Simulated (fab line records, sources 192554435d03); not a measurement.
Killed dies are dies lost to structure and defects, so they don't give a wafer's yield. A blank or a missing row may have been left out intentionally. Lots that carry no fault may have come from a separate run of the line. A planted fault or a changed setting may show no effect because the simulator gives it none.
Problem report, 8D (eight disciplines) form, completed by code / flow n5Finfet / the parts of the form that need people (team, actions taken, sign-off) are left out

== 1. THE PROBLEM ==
Mean M6_ILD_THK at N5_BEOL_M6_THK_MEAS_01: 165.1 nm over 3 wafers in 2 lots; fault-free wafers: 155.2 nm, standard deviation 2.2. That puts it +4.5 standard deviations away from the usual mean.
First seen on wafer L293.1, day 12 06:26, on filmMetro-02. The record holds 33 wafers of 11 lots with a number at this step. The rule behind "out" and "out of limits": a value lying over 4 standard deviations away from the usual mean. Any other wafer with a number is counted as sound.

== 2. WHAT THIS IS AND IS NOT ==
question=which readings at this step | is=M6_ILD_THK | is not=-
question=which lots | is=L293, L297 | is not=L279, L280, L282, L283, L286, L296, L300, L301, L302
question=which wafers of those lots | is=L293.1, L293.3, L297.1 | is not=L293.4, L297.4, L297.6
question=read on which gauges | is=filmMetro-01, filmMetro-02 | is not=-
question=when | is=from day 12 06:26 | is not=up to then (16 sound wafers); but 14 sound wafers of L296, L297, L300, L301, L302 came after

== 3. SUSPECTS, AND WHAT RULES EACH OUT ==
Counting: any tool at a process step up to the reading remains a suspect provided it ran every lot that is out. Sound lots after the first of them don't rule it out here, since some wafers of a struck lot are sound.
- the gauge at N5_BEOL_M6_THK_MEAS_01: ruled out. The wafers that are out were read on 2 gauges (filmMetro-01, filmMetro-02).
- pecvd-01 at N5_BEOL_M6_ILD_DEP_00 (deposits SiCOH lowk from DEMS/porogen, target thk 179.75 nm, time 33.4 s): kept. Every lot that is out went through it, the first being L293 (day 12 05:52); the last sound lot it ran before that was L283 (day 9 08:05).
The count leaves pecvd-01 at N5_BEOL_M6_ILD_DEP_00.

== 4. THE CAUSE (what the simulator had put in) ==
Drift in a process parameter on pecvd-01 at N5_BEOL_M6_ILD_DEP_00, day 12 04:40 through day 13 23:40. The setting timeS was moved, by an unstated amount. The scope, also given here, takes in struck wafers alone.
The count eliminated every tool but this one.

== 5. SEQUENCE OF EFFECTS, ordered by route ==
One row per reading whose mean, taken over the struck wafers that have a number, lies over 3 standard deviations from the usual. Only readings for which the record gives a usual standard deviation are gone through. hours: the time from each lot's start at the first step in this table that gives one to its start at this step, as a median over the lots. sigmas: the change in usual standard deviations.
hours=0; step=N5_BEOL_M6_THK_MEAS_01; reading=M6_ILD_THK; usual=155.2 nm; on struck wafers=165.1; change=+9.9; sigmas=+4.5

== 6. WHAT WOULD HAVE CAUGHT IT SOONER ==
Counted from the fault's start at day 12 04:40, it took 2 hours until the first out-of-limits reading at a measuring or inspecting step in this record, taken at day 12 06:26.
No tool reading at N5_BEOL_M6_ILD_DEP_00 that has a usual standard deviation in the record was out on any struck wafer, so an alarm limit of 4 standard deviations on those readings would not have fired.
Of the lots that are out (2), L297 began N5_BEOL_M6_ILD_DEP_00 on pecvd-01 after day 12 06:26. It would have been spared by a hold on the tool at that moment.
